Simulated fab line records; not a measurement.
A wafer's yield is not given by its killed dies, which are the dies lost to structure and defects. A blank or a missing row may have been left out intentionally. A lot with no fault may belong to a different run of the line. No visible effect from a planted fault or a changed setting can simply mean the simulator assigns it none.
3 desks, one fault    flow n5 finfet    each desk holds nothing but its own numbers, with what lay behind them at the end

## THE DEFECT DESK
Lot by lot, what the route's inspections counted, given as the mean of those sampled wafers with a number. The brackets show how far a lot's mean lies from the usual mean; more than 4 standard deviations puts the lot out of limits, marked OUT.
Columns: A = raw defect count at N5_SD_EPI_P_INSPECT_11, usual 1.9
lot   first seen here  A
L622  day 5 02:20      2.0
L630  day 6 16:11      2.3
L631  day 6 22:50      1.0
L632  day 7 04:47      3.7
L634  day 7 18:23      1.0
L639  day 8 23:44      3.0
Finding of this desk: none of the 6 lots has anything out of limits.

## THE METROLOGY DESK
What the gauges read for every lot (on any tool): the sampled wafers with a number, averaged. The brackets show how far a lot's mean lies from the usual mean; more than 4 standard deviations puts the lot out of limits, marked OUT. Of its 12 readings 7 are shown: those that lie furthest out on some lot.
Columns: A = SD_P_BLK_OVL at N5_SD_EPI_P_OVL_MEAS_10, usual 0.0 nm; B = DIBL_P at N5_BEOL_M4_RC_MEAS_101, usual 38 mV/V; C = IOFF_N at N5_BEOL_M4_RC_MEAS_101, usual 0.18 nA/um; D = IOFF_P at N5_BEOL_M4_RC_MEAS_101, usual 0.25 nA/um; E = ION_P at N5_BEOL_M4_RC_MEAS_101, usual 467 uA/um; F = VT_N at N5_BEOL_M4_RC_MEAS_101, usual 249 mV; G = VT_P at N5_BEOL_M4_RC_MEAS_101, usual -248 mV
lot   first seen here  A     B   C     D     E    F    G
L622  day 5 02:17      0.5   39  0.19  0.28  482  247  -243
L630  day 6 16:07      0.7   36  0.14  0.21  465  252  -250
L631  day 6 22:47      0.3   37  0.14  0.24  470  253  -248
L632  day 7 04:44      -0.3  44  0.29  0.42  480  242  -240
L634  day 7 18:20      -1.5  35  0.14  0.20  462  251  -251
L639  day 8 23:41      0.4   40  0.24  0.30  470  244  -246
Finding of this desk: none of the 6 lots has anything out of limits.

## AT THE TOOL OWNER'S DESK: rie diel-02
The tool's own readings at N5_SD_EPI_P_ETCH_47 (etches SiOCN in CH3F/O2, target depth 25 nm): means of the sampled wafers that have a number, for each lot that ran on this tool. The brackets show how far a lot's mean lies from the usual mean; more than 4 standard deviations puts the lot out of limits, marked OUT.
Columns: A = drypump motor current A at N5_SD_EPI_P_ETCH_47, usual 5.7 A; B = oes_ar_750_au at N5_SD_EPI_P_ETCH_47, usual 0.81 a.u.; C = oes product au at N5_SD_EPI_P_ETCH_47, usual 0.81 a.u.; D = rf vpp V at N5_SD_EPI_P_ETCH_47, usual 126.9 V; E = showerhead plenum p Torr at N5_SD_EPI_P_ETCH_47, usual 2.03 Torr; F = throttle valve pct at N5_SD_EPI_P_ETCH_47, usual 16.25 %
lot   first seen here  A    B     C     D      E     F
L622  day 5 02:53      5.7  0.74  0.75  128.8  2.01  16.35
L630  day 6 16:44      5.6  0.75  0.87  126.5  1.93  16.42
L631  day 6 23:23      5.8  0.74  0.78  126.7  1.97  16.44
Finding of this desk: none of the 3 lots has anything out of limits.

## ALL TOGETHER
Nothing the defect desk looked at was out of limits.
From the metrology desk's view, nothing was out of limits.
The desk of the tool owner found nothing out of limits.

## WHAT WAS PUT IN BY THE SIMULATOR
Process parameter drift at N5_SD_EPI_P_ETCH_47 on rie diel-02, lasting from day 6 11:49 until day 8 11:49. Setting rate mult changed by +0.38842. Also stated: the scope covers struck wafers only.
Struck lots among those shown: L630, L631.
